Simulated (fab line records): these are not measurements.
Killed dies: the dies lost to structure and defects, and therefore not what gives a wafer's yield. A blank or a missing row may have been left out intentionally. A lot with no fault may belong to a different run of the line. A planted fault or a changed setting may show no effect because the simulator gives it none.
Chamber matching / flow n5Finfet / 4 sister chambers for N5_BEOL_M6_STRIP_19 on rieDiel-01
The step strips in O2. 4 wafers are shown with their chamber, then 12 later ones without.

## WAFERS WITH THEIR CHAMBER
wafer=L085.1; chamber=0; showerheadPlenumPTorr (Torr)=2.02
wafer=L086.1; chamber=3; showerheadPlenumPTorr (Torr)=2.01
wafer=L086.4; chamber=1; showerheadPlenumPTorr (Torr)=2.07
wafer=L086.5; chamber=2; showerheadPlenumPTorr (Torr)=2.07

## WAFERS WHOSE CHAMBER IS MISSING
wafer=L087.3; showerheadPlenumPTorr (Torr)=2.07
wafer=L087.4; showerheadPlenumPTorr (Torr)=2.01
wafer=L087.6; showerheadPlenumPTorr (Torr)=2.02
wafer=L093.3; showerheadPlenumPTorr (Torr)=2.07
wafer=L093.4; showerheadPlenumPTorr (Torr)=2.01
wafer=L093.6; showerheadPlenumPTorr (Torr)=2.07
wafer=L096.1; showerheadPlenumPTorr (Torr)=2.07
wafer=L096.2; showerheadPlenumPTorr (Torr)=2.01
wafer=L096.5; showerheadPlenumPTorr (Torr)=2.00
wafer=L097.1; showerheadPlenumPTorr (Torr)=2.01
wafer=L097.4; showerheadPlenumPTorr (Torr)=2.06
wafer=L097.6; showerheadPlenumPTorr (Torr)=2.06

## THE CHAMBER EACH PASSED THROUGH
wafer=L087.3; from the rows above=can't be placed: 1 or 2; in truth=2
wafer=L087.4; from the rows above=3; in truth=3
wafer=L087.6; from the rows above=0; in truth=0
wafer=L093.3; from the rows above=can't be placed: 1 or 2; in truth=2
wafer=L093.4; from the rows above=3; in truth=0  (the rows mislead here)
wafer=L093.6; from the rows above=can't be placed: 1 or 2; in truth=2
wafer=L096.1; from the rows above=can't be placed: 1 or 2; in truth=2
wafer=L096.2; from the rows above=3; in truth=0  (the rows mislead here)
wafer=L096.5; from the rows above=3; in truth=3
wafer=L097.1; from the rows above=3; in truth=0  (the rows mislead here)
wafer=L097.4; from the rows above=can't be placed: 1 or 2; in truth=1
wafer=L097.6; from the rows above=can't be placed: 1 or 2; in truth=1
Correctly placed: 3 of 12. Unplaceable from these rows: 6, with the true chamber sitting among the candidates in 6. Number placed wrongly: 3.
How it was worked out, from the rows above alone: a wafer's distance from a chamber is the root of the sum, over the readings, of the square of ((its reading less the chamber's mean) divided by the reading's scatter). The wafer belongs to the nearest chamber; if the next one is less than 2 further off, it can't be placed. Each chamber's mean is taken over the wafers shown for it. The scatter (one wafer shown for each chamber): square how far every hidden wafer sits from the nearest shown wafer, average those squares and take the square root.
